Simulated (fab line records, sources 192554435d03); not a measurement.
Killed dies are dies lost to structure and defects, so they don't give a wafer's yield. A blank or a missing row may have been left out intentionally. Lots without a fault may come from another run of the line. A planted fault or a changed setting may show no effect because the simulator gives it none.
Comparing a struck lot with a sound one + flow n5Finfet + 33 steps out of a route of 1938
Sound: wafers L758.1, L758.2, L758.5. Struck: wafer L765.6 (left out: L765.2, L765.5 of the same lot, which were not struck); the cause appears at the end.
Order at every step that has rows: each side's tool, ch and its chambers, its first start. Under that, the readings that differ: sound wafers + struck wafers + difference of the means + sigmas: that difference in standard deviations of wafers without a fault.
alike: same words and numbers on both sides, and readings whose means sit less than 2 such deviations apart. not compared: any withheld reading, any reading some wafer has no value for, any bound like >300 that may hide the same value, and any number with overlapping values for which the record gives no deviation.
A row with sigmas, a row that says differs or no value, or rows on one side alone: a step with any of these is where the two part. Non-overlapping numbers with no deviation appear without sigmas and do not part them. A reading that every wafer of one side lacks parts them only if that side has two wafers or more.

first, 10 steps without rows for these wafers: N5_FIN_CUT_STRIP_22 (strips in N2/H2); N5_FIN_CUT_PRECLEAN_36 (cleans in O3/DIW, time 60 s); N5_FIN_CUT_SRD_32 (time 30 s); N5_FIN_CUT_UV_OZONE_34 (time 120 s); N5_STI_FIN_REVEAL_ALD_00 (deposits SiO2, target thk 1 nm, pulse time 1 s); N5_STI_FIN_REVEAL_ALD_14 (deposits Si3N4, target thk 3 nm); N5_STI_FIN_REVEAL_FCVD_FILL_01 (material SiO2 flowable, target thk 312 nm, time 512.2 s); N5_STI_FIN_REVEAL_DENSIFY_02 (time 1800 s); N5_STI_FIN_REVEAL_CMP_04 (polishes, stops on Si3N4, t overpolish 4 s, target thk 131.83 nm); N5_STI_FIN_REVEAL_DENSIFY_30.
N5_STI_FIN_REVEAL_ETCHBACK_08: etches SiO2 in C4F6/O2, target depth 30.5 nm, time 10.167 s.
  sound on rieDiel-04 ch 0,1,3, day 4 09:40; struck on rieDiel-04 ch 0, day 6 04:04
| reading   | sound             | struck | difference | sigmas |
|-----------|-------------------|--------|------------|--------|
| biasW (W) | 185.3 184.1 185.1 | 186.0  | +1.2       | +2     |
  alike: drypumpMotorCurrentA, oesProductAu, rfVppV, showerheadPlenumPTorr, throttleValvePct
  not compared: rfHoursCounterH
then, 18 steps without rows for these wafers: N5_STI_FIN_REVEAL_STRIP_24 (strips in N2/H2, time 90 s); N5_STI_FIN_REVEAL_PRECLEAN_25 (cleans in SPM, time 90 s); N5_STI_FIN_REVEAL_PRECLEAN_26 (cleans in SC1, time 45 s); N5_STI_FIN_REVEAL_PRECLEAN_29 (cleans in DHF, time 30 s); N5_STI_FIN_REVEAL_SRD_12 (time 30 s); N5_STI_FIN_REVEAL_RECESS_09 (chemistry HF/NH3, target SiO2, afs cycles 11, target depth 42.5 nm, sublimation time 60 s); N5_STI_FIN_REVEAL_STRIP_16 (strips SiNx in H3PO4, target depth 23.8 nm); N5_STI_FIN_REVEAL_PRECLEAN_17 (cleans in NF3:NH3, afs cycles 1, time 20 s, sublimation time 60 s); N5_STI_FIN_REVEAL_ETCH_34 (etches Si in H2, material Si, target depth 0.97 nm); N5_STI_FIN_REVEAL_OXIDATION_31 (chemistry O2 PLASMA REMOTE, time 20 s); N5_STI_FIN_REVEAL_PRECLEAN_32 (cleans in NF3:NH3, afs cycles 1, time 20 s, sublimation time 60 s); N5_STI_FIN_REVEAL_STRIP_35 (strips Si3N4 in H3PO4, target depth 4 nm, time 39 s); N5_STI_FIN_REVEAL_SRD_21 (time 30 s); N5_STI_FIN_REVEAL_OXIDATION_33 (chemistry O2 PLASMA REMOTE, time 20 s); N5_STI_FIN_REVEAL_CLEAN_19 (cleans in O3/DIW, time 120 s); N5_STI_FIN_REVEAL_SRD_23 (time 30 s); N5_STI_FIN_REVEAL_PRECLEAN_18 (cleans in SC2, time 45 s); N5_STI_FIN_REVEAL_SRD_28 (time 30 s).
N5_STI_FIN_REVEAL_INSPECT_13: inspects for defects (darkfield).
  sound on defectInspect-01 at day 4 12:43; struck on defectInspect-02 at day 6 07:21
| reading        | sound    | struck | difference | sigmas      |
|----------------|----------|--------|------------|-------------|
| rawDefectCount | 13 12 15 | 1284   | +1271      | +99 or more |
then, 1 step without rows for these wafers: N5_DUMMY_GATE_PRECLEAN_00 (cleans in O3/DIW, time 60 s).
-- here the record skips 5 days between the struck wafers' starts before and after, leaving off in module DUMMY_GATE and picking up in module BEOL_M4 (first step shown: number 1111 of the route) --
N5_BEOL_M4_RC_MEAS_101:
  sound on prober-02 ch 0, day 9 13:15; struck on prober-01 ch 0, day 11 16:19
| reading        | sound          | struck | difference | sigmas |
|----------------|----------------|--------|------------|--------|
| IOFF_P (nA/um) | 0.16 0.18 0.19 | 0.28   | +0.10      | +3     |
| VT_P (mV)      | -255 -255 -255 | -243   | +12        | +4     |
  alike: DIBL_N, DIBL_P, IOFF_N, ION_N, ION_P, SS_N, SS_P, VT_N
-- the record jumps here: 4 days lie between the struck wafers' starts before and after (it left off in module BEOL_M4 and takes up again in module PASSIVATION, whose first step shown is number 1936 of the route) --
N5_PASSIVATION_PROBE_49:
  only the struck wafers here have rows in the record (prober-01, day 16 00:21); the sound ones have none

## WHERE THEY PART
At N5_STI_FIN_REVEAL_ETCHBACK_08 first; at N5_PASSIVATION_PROBE_49 last (within this record only).

WHY: whatever the simulator had introduced
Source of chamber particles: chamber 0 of rieDiel-04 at N5_STI_FIN_REVEAL_ETCHBACK_08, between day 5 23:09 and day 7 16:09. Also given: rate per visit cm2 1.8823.
